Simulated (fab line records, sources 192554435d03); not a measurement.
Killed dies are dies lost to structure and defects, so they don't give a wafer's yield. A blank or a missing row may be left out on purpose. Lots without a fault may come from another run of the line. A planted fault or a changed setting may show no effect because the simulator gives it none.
Problem report in the 8D (eight disciplines) form, filled by code | flow n5_finfet | the parts of the form that need people (team, actions taken, sign-off) are left out

1. THE PROBLEM
killed_at_other at N5_PASSIVATION_PROBE_49 reads a mean of 78.2 on 6 wafers of 2 lots; wafers without a fault read 3.3 with a standard deviation of 2.8. That is +27 standard deviations from the usual mean.
First seen on wafer L536.1, day 16 11:56, on prober-01. The record holds 8 wafers of 3 lots with a number at this step. Rule for "out", or "out of limits": more than 4 standard deviations from the usual mean. The other wafers with a number count as sound.

2. WHAT IT IS AND WHAT IT IS NOT
question                    | is                     | is not
which readings at this step | killed_at_other        | killed_at_M0_to_M3, killed_at_M4_up, killed_at_contacts, killed_at_front_end, killed_open, killed_short, sort_bin_8_speed
which lots                  | L536, L541             | L542
which wafers of those lots  | all that have a number | -
read on which tools         | prober-01, prober-02   | -
when                        | from day 16 11:56      | up to then (0 sound wafers); but 2 sound wafers of L542 came after

3. SUSPECTS, AND WHAT RULES EACH OUT
Counting: a tool at a process step up to the reading stays a suspect if it ran every lot that is out and no sound lot after the first of them.
- rie_diel-06 at N5_PASSIVATION_STRIP_14 (strips in O2): kept. It ran every lot that is out, first L536 (day 16 05:11), and no sound lot after that.
Left after counting: rie_diel-06 at N5_PASSIVATION_STRIP_14.

4. THE CAUSE (what the simulator had put in)
Chamber particle source: rie_diel-06, from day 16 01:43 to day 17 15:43, at N5_PASSIVATION_STRIP_14. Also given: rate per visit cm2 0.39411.
Counting left only this tool.

5. THE CHAIN OF EFFECTS, in route order
Each row: a reading whose mean over the struck wafers that have a number lies more than 3 standard deviations from the usual. Only readings for which the record gives a usual standard deviation are gone through. hours: the time from each lot's start at the first step in this table that gives one to its start at this step, as a median over the lots. sigmas: the change in usual standard deviations.
hours | step                    | reading              | usual  | on struck wafers | change | sigmas
0     | N5_PASSIVATION_PROBE_49 | defect_limited_yield | 91.4 % | 85.7             | -5.7   | -3.6
0     | N5_PASSIVATION_PROBE_49 | killed_at_other      | 3.3    | 78.2             | +74.9  | +27
0     | N5_PASSIVATION_PROBE_49 | killed_dies          | 101    | 169              | +68    | +3.6
0     | N5_PASSIVATION_PROBE_49 | sort_bin_5_function  | 5.0 %  | 9.0              | +4.0   | +3.6
0     | N5_PASSIVATION_PROBE_49 | sort_n_pass          | 1078   | 1011             | -67    | -3.4
0     | N5_PASSIVATION_PROBE_49 | sort_yield_pct       | 91.3 % | 85.7             | -5.6   | -3.3
The process steps in it:
- N5_PASSIVATION_PROBE_49

6. WHAT WOULD HAVE CAUGHT IT SOONER
In this record the first reading out of limits was taken at day 16 11:56, 10 hours after the fault began at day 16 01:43.
Of the tool readings at N5_PASSIVATION_STRIP_14 for which the record gives a usual standard deviation, none was out on any struck wafer, so an alarm limit of 4 standard deviations on them would not have fired.
Of the lots that are out (2), L541 began N5_PASSIVATION_STRIP_14 on rie_diel-06 after day 16 11:56. A hold on the tool at that time would have spared it.
